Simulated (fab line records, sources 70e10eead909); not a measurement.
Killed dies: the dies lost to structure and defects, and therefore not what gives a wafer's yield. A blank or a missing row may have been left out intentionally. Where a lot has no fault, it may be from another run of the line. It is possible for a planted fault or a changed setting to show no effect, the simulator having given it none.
fab line records	flow nand_harc
record: lots: 13	wafers: 39	last_day: 24
route steps=1159 shown A_BLC@985 A_M0@1012 END@1159
lots untouched by any fault: they come from a run of this same line in which no faults occurred
start_h: hours from the record's first day to the start of the lot's first wafer shown	wait_h: hours since the lot's step before	" unchanged from the row above	L1.1+2: a row that stands for several wafers	- either no value or no given start	* or withheld: withheld	< > ~ a bound
route shown NAME@n: NAME is a module with steps in the file, n the number in the route of the first one	usual: mean/standard deviation taken from wafers without a fault	same: alike in all rows	chamber/n: place in a boat	sites: readings site by site	_std_site: their standard deviation	_edge_site: inner sites' mean taken away from outer sites' mean	radius_mm: for every site, how far away it sits from the centre of the wafer	mask NAME#n: copy n	behind: the tool/chamber that last shaped the wafer	hold: the reason the lot was held/the length of the hold in hours/how it ended	device: transistor that didn't switch, given as n, p or np	end of line: tests run on the same wafers once the route is complete	a step without rows: its recipe alone	killed: at the first sort, the dies lost to defects and structure; wafer yield is something else	map: a wafer's dies, marking killed ones x, the rest . and places with no die _
set.NAME: the setting the step ran with; set.NAME@STEP: the setting that earlier step ran with	model.NAME: the simulator's own value behind a step, which no gauge read
route steps across a sampled set of lots; one table per step, one row per wafer
services: the hour from which a tool's chamber was out of use, counted from the record's first day as start_h (under 0 if before that day), plus the number of hours and why
== steps ==
step: NHARC_A_BLC_DEGAS_30
recipe: temp_c: 300	time_s: 60
usual: heater_power_w: 427/35
same: time_s: 60
lot.wafer	tool	chamber	start_h	wait_h	heater_power_w
L667.2	pvd_sputter-03	-	399.83	-	497
L667.5	"	-	"	"	463
L667.6	"	-	"	"	364
L668.2	pvd_sputter-01	-	400.40	-	426
L668.4	"	-	"	"	417
L668.3	"	-	"	"	441
L665.3	pvd_sputter-03	-	402.73	-	354
L665.4	"	-	"	"	432
L665.1	"	-	"	"	469
L670.3	pvd_sputter-02	-	412.91	-	443
L670.4	"	-	"	"	440
L670.5	"	-	"	"	448
L666.3	pvd_sputter-01	-	422.19	-	400
L666.1	"	-	"	"	452
L666.6	"	-	"	"	403
L676.3	pvd_sputter-01	-	473.95	-	408
L676.5	"	-	"	"	402
L676.6	"	-	"	"	436
L678.1	pvd_sputter-01	-	475.04	-	434
L678.3	"	-	"	"	405
L678.5	"	-	"	"	431
L677.1	pvd_sputter-01	-	483.07	-	449
L677.4	"	-	"	"	408
L677.3	"	-	"	"	408
L681.1	pvd_sputter-01	-	489.89	-	413
L681.4	"	-	"	"	402
L681.5	"	-	"	"	412
L679.2	pvd_sputter-03	-	491.38	-	453
L679.1	"	-	"	"	477
L679.3	"	-	"	"	360
L686.4	pvd_sputter-02	-	523.87	-	452
L686.1	"	-	"	"	488
L686.5	"	-	"	"	437
L687.1	pvd_sputter-01	-	525.25	-	455
L687.2	"	-	"	"	426
L687.6	"	-	"	"	421
L688.2	pvd_sputter-01	-	525.98	-	402
L688.3	"	-	"	"	413
L688.6	"	-	"	"	394
step: NHARC_A_BLC_PVD_32
recipe: target_thk_a: 50	chamber_pressure_pa: 5	power_w: 5000	substrate_temp_c: 200	time_s: 17.7	material: Ti
usual: substrate_temp_c: 200.00/0.17	throttle_valve_pct: 30.0/1
same: time_s: 17.7
lot.wafer	tool	chamber	start_h	wait_h	substrate_temp_c	throttle_valve_pct
L667.2	pvd_sputter-03	-	-	-	199.87	31.3
L667.6	"	-	"	"	200.19	28.7
L667.5	"	-	"	"	199.70	31.5
L668.3	pvd_sputter-01	-	-	-	199.97	30.9
L668.2	"	-	"	"	200.09	31.3
L668.4	"	-	"	"	200.01	29.8
L665.1	pvd_sputter-03	-	-	-	199.92	29.0
L665.3	"	-	"	"	199.94	28.6
L665.4	"	-	"	"	199.97	31.4
L670.4	pvd_sputter-02	-	-	-	199.90	30.6
L670.3	"	-	"	"	200.08	31.0
L670.5	"	-	"	"	199.77	30.7
L666.1	pvd_sputter-01	-	-	-	199.95	30.3
L666.3	"	-	"	"	199.70	31.4
L666.6	"	-	"	"	200.13	30.0
L676.3	pvd_sputter-01	-	-	-	200.12	30.1
L676.5	"	-	"	"	200.04	31.3
L676.6	"	-	"	"	200.59	30.3
L678.3	pvd_sputter-01	-	-	-	199.97	30.8
L678.1	"	-	"	"	200.15	30.3
L678.5	"	-	"	"	200.14	30.2
L677.3	pvd_sputter-01	-	-	-	200.10	30.3
L677.1	"	-	"	"	200.17	30.9
L677.4	"	-	"	"	200.18	30.2
L681.4	pvd_sputter-01	-	-	-	199.94	30.2
L681.1	"	-	"	"	199.84	30.6
L681.5	"	-	"	"	199.89	30.7
L679.3	pvd_sputter-03	-	-	-	199.88	28.8
L679.2	"	-	"	"	199.54	28.3
L679.1	"	-	"	"	199.99	29.7
L686.4	pvd_sputter-02	-	-	-	200.06	29.7
L686.1	"	-	"	"	199.87	30.5
L686.5	"	-	"	"	199.85	29.9
L687.2	pvd_sputter-01	-	-	-	199.94	29.8
L687.1	"	-	"	"	200.01	31.2
L687.6	"	-	"	"	199.97	31.1
L688.3	pvd_sputter-01	-	-	-	200.00	29.7
L688.2	"	-	"	"	199.95	31.4
L688.6	"	-	"	"	200.04	29.5
step: NHARC_A_BLC_INSPECT_28
usual: raw_defect_count: 444/120
lot.wafer	tool	chamber	start_h	wait_h	raw_defect_count
L667.2	defect_inspect-01	-	401.19	0.1	455
L667.5	"	-	"	"	522
L667.6	"	-	"	"	414
L668.2	defect_inspect-01	-	401.79	0.1	386
L668.3	"	-	"	"	307
L668.4	"	-	"	"	391
L665.1	defect_inspect-02	-	404.31	0.1	715
L665.3	"	-	"	"	541
L665.4	"	-	"	"	416
L670.3	defect_inspect-01	-	420.30	0.1	496
L670.4	"	-	"	"	396
L670.5	"	-	"	"	378
L666.1	defect_inspect-01	-	423.54	0.1	499
L666.3	"	-	"	"	481
L666.6	"	-	"	"	498
L676.3	defect_inspect-01	-	475.31	0.1	363
L676.5	"	-	"	"	538
L676.6	"	-	"	"	613
L678.1	defect_inspect-02	-	476.44	0.1	406
L678.3	"	-	"	"	463
L678.5	"	-	"	"	341
L677.1	defect_inspect-01	-	486.80	0.1	417
L677.3	"	-	"	"	403
L677.4	"	-	"	"	545
L681.1	defect_inspect-02	-	494.36	0.1	323
L681.4	"	-	"	"	735
L681.5	"	-	"	"	474
L679.1	defect_inspect-02	-	494.78	0.1	397
L679.2	"	-	"	"	584
L679.3	"	-	"	"	430
L686.1	defect_inspect-02	-	529.33	0.1	821
L686.4	"	-	"	"	647
L686.5	"	-	"	"	355
L687.1	defect_inspect-01	-	533.14	0.1	419
L687.2	"	-	"	"	366
L687.6	"	-	"	"	328
L688.2	defect_inspect-02	-	533.61	0.1	224
L688.3	"	-	"	"	260
L688.6	"	-	"	"	263
step: NHARC_A_M0_STRIP_19
recipe: time_s: 600	temp_c: 30	chemistry: post_etch_residue_remover
usual: bath_heat_duty_pct: 12.7/1.5	run_length_s: 603.2/1.3	time_s: 600/0
lot.wafer	tool	chamber	start_h	wait_h	bath_heat_duty_pct	run_length_s	time_s
L667.5	wet_bench-02	2	402.84	-	14.5	603.8	600
L667.6	"	4	"	"	13.0	602.8	600
L667.2	"	5	"	"	12.9	600.9	600
L668.2	wet_bench-01	2	403.51	-	12.8	603.2	600
L668.4	"	3	"	"	11.2	600.9	600
L668.3	"	4	"	"	15.2	602.8	600
L665.3	wet_bench-01	5	406.12	-	13.2	605.0	600
L665.4	"	6	"	"	13.9	603.3	600
L665.1	"	7	"	"	11.5	601.6	600
L670.4	wet_bench-04	6	422.04	-	15.9	601.7	600
L670.3	"	0	"	"	10.8	602.8	600
L670.5	"	3	"	"	14.5	603.7	600
L666.1	wet_bench-01	2	425.36	-	14.0	602.6	600
L666.6	"	3	"	"	12.9	600.8	600
L666.3	"	6	"	"	14.4	603.5	600
L676.5	wet_bench-02	6	477.06	-	-	-	-
L676.3	"	2	"	"	-	-	-
L676.6	"	3	"	"	-	-	-
L678.3	wet_bench-01	3	478.17	-	-	-	-
L678.5	"	4	"	"	-	-	-
L678.1	"	5	"	"	-	-	-
L677.4	wet_bench-02	5	488.43	-	-	-	-
L677.3	"	6	"	"	-	-	-
L677.1	"	7	"	"	-	-	-
L681.5	wet_bench-01	7	496.11	-	10.8	601.4	600
L681.4	"	1	"	"	11.8	603.4	600
L681.1	"	2	"	"	14.6	603.5	600
L679.1	wet_bench-02	7	496.85	-	11.0	602.4	600
L679.2	"	2	"	"	13.5	605.2	600
L679.3	"	4	"	"	13.5	604.2	600
L686.4	wet_bench-04	0	531.06	-	11.7	603.1	600
L686.1	"	2	"	"	12.6	602.7	600
L686.5	"	3	"	"	13.4	602.5	600
L687.1	wet_bench-01	3	534.75	-	11.5	601.0	600
L687.2	"	6	"	"	14.4	602.8	600
L687.6	"	7	"	"	11.0	602.3	600
L688.3	wet_bench-01	0	535.34	-	11.4	606.2	600
L688.6	"	4	"	"	14.8	602.2	600
L688.2	"	5	"	"	14.8	604.6	600
step: NHARC_END_SORT_01
recipe: temp_c: 25
usual: defect_limited_yield: 95.1/1.6	killed_at_array: 29/11	killed_at_other: 0.6/1	killed_at_periphery: 3.1/2.1	killed_dies: 33/11	killed_open: 3.1/1.9	killed_short: 1.9/1.5	sort_bin_2_pct: 1.5/0.66	sort_bin_3_pct: 0.29/0.23	sort_bin_4_pct: 3.1/0.98	sort_n_pass: 644/11	sort_rim_yield_pct: 96.9/2.3	sort_yield_pct: 95.1/1.6
same: gross_dies: 677	sort_bin_5_pct[%]: 0	sort_bin_6_pct[%]: 0	sort_bin_7_pct[%]: 0	sort_bin_8_pct[%]: 0	sort_rim_n_gross: 106.00
lot.wafer	tool	chamber	start_h	wait_h	defect_limited_yield[%]	killed_at_array	killed_at_other	killed_at_periphery	killed_dies	killed_open	killed_short	sort_bin_2_pct[%]	sort_bin_3_pct[%]	sort_bin_4_pct[%]	sort_n_pass	sort_rim_yield_pct[%]	sort_yield_pct[%]
L676.3	prober-02	0	517.16	3.1	95.1	33	0	0	33	5	5	1.6	0.15	3.1	644	99.1	95.1
L676.5	prober-02	0	518.77	3.7	95.3	29	0	3	32	4	3	1.3	0.44	3.0	645	94.3	95.3
L676.6	prober-02	0	519.58	4.0	94.5	35	0	2	37	4	0	2.2	0.15	3.1	640	96.2	94.5
L678.1	prober-02	0	523.41	2.5	95.3	28	2	2	32	2	3	1.9	0.59	2.2	645	99.1	95.3
L678.3	prober-02	0	525.04	3.1	95.6	26	2	2	30	1	2	1.3	0.30	2.8	647	99.1	95.6
L678.5	prober-02	0	526.66	3.8	95.1	27	2	4	33	2	0	0.9	0.15	3.8	644	99.1	95.1
killed by level:class
L676.3 A_SLIT:chamber_film_flake=7 A_CHANNEL_HOLE_D1:chamber_film_flake=6 A_CONTACT:chamber_film_flake=4 A_CHANNEL_FILL_D1:chamber_film_flake=3 A_CHANNEL_FILL_D1:geometric_particle:open=2 A_CONTACT:geometric_particle:open=2 A_STAIRCASE:chamber_film_flake=2 A_SOURCE_PLATE:geometric_particle:short=1
L676.5 A_SLIT:chamber_film_flake=11 A_CONTACT:chamber_film_flake=5 A_CHANNEL_HOLE_D1:chamber_film_flake=4 A_STAIRCASE:chamber_film_flake=3 A_CONTACT:geometric_particle:short=2 P_GATE:geometric_particle:short=1 P_GATE:geometric_particle:open=1 P_M0:geometric_particle:open=1
L676.6 A_SLIT:chamber_film_flake=18 A_CHANNEL_HOLE_D1:chamber_film_flake=4 A_STAIRCASE:chamber_film_flake=4 A_CONTACT:chamber_film_flake=4 P_CONTACT:geometric_particle:open=1 A_CONTACT:geometric_particle:open=1 A_M0:geometric_particle:open=1 A_M1:geometric_particle:open=1
L678.1 A_CHANNEL_HOLE_D1:chamber_film_flake=19 A_ZERO_WELL:chamber_film_flake=2 A_STAIRCASE:chamber_film_flake=2 THIN_TSV:chamber_film_flake=2 A_ONON_D1:geometric_particle:short=1 A_SGD_CUT:geometric_particle:short=1 A_WL_FILL:geometric_particle:open=1 A_CONTACT:geometric_particle:short=1
L678.3 A_CHANNEL_HOLE_D1:chamber_film_flake=19 P_M1:chamber_film_flake=2 A_ZERO_WELL:chamber_film_flake=2 A_STAIRCASE:chamber_film_flake=2 THIN_TSV:chamber_film_flake=2 A_ONON_D1:geometric_particle:short=1 A_BLC:geometric_particle:open=1 A_M1:geometric_particle:short=1
L678.5 A_CHANNEL_HOLE_D1:chamber_film_flake=21 P_M1:chamber_film_flake=3 A_STAIRCASE:chamber_film_flake=3 THIN_TSV:chamber_film_flake=2 A_ONON_D1:geometric_particle:open=1 A_CONTACT:geometric_particle:open=1 P_M2:chamber_film_flake=1 A_CONTACT:chamber_film_flake=1
== services ==
tool	chamber	start_h	hours	kind
pvd_sputter-02	-	377.23	5.1	repair
wet_bench-01	-	391.47	8.0	pm
pvd_sputter-02	-	392.00	10.0	pm
wet_bench-01	0	399.47	-	consumable_replace:bath
wet_bench-01	0	399.47	-	consumable_replace:filter
wet_bench-01	1	399.47	-	consumable_replace:bath
wet_bench-01	1	399.47	-	consumable_replace:filter
wet_bench-01	2	399.47	-	consumable_replace:bath
wet_bench-01	2	399.47	-	consumable_replace:filter
wet_bench-01	3	399.47	-	consumable_replace:bath
wet_bench-01	3	399.47	-	consumable_replace:filter
wet_bench-01	4	399.47	-	consumable_replace:bath
wet_bench-01	4	399.47	-	consumable_replace:filter
wet_bench-01	5	399.47	-	consumable_replace:bath
pvd_sputter-02	-	440.98	3.9	repair
wet_bench-02	-	451.71	4.4	repair
pvd_sputter-02	-	455.16	38.8	repair
pvd_sputter-03	-	458.00	10.0	pm
pvd_sputter-01	-	497.49	2.8	repair
wet_bench-01	-	499.02	7.7	repair
pvd_sputter-03	-	513.65	0.6	repair
pvd_sputter-01	-	514.00	10.0	pm
wet_bench-04	-	515.20	8.0	pm
wet_bench-02	-	532.00	8.0	pm
== key ==
first_sign: step: NHARC_A_M0_STRIP_19	reading: tool_record	direction: missing
effect none on later readings
met_at NHARC_A_M0_STRIP_19
struck_lots L676,L677,L678
not_acting_at NHARC_A_BLC_DEGAS_30,NHARC_A_BLC_PVD_32,NHARC_A_BLC_INSPECT_28
onset_between 425.36 477.06
fault: kind: skipped_step_whole	tool: wet_bench-01,wet_bench-02	chamber: -	onset_h: 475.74	steps: NHARC_A_M0_STRIP_19	scope: struck_lots_only
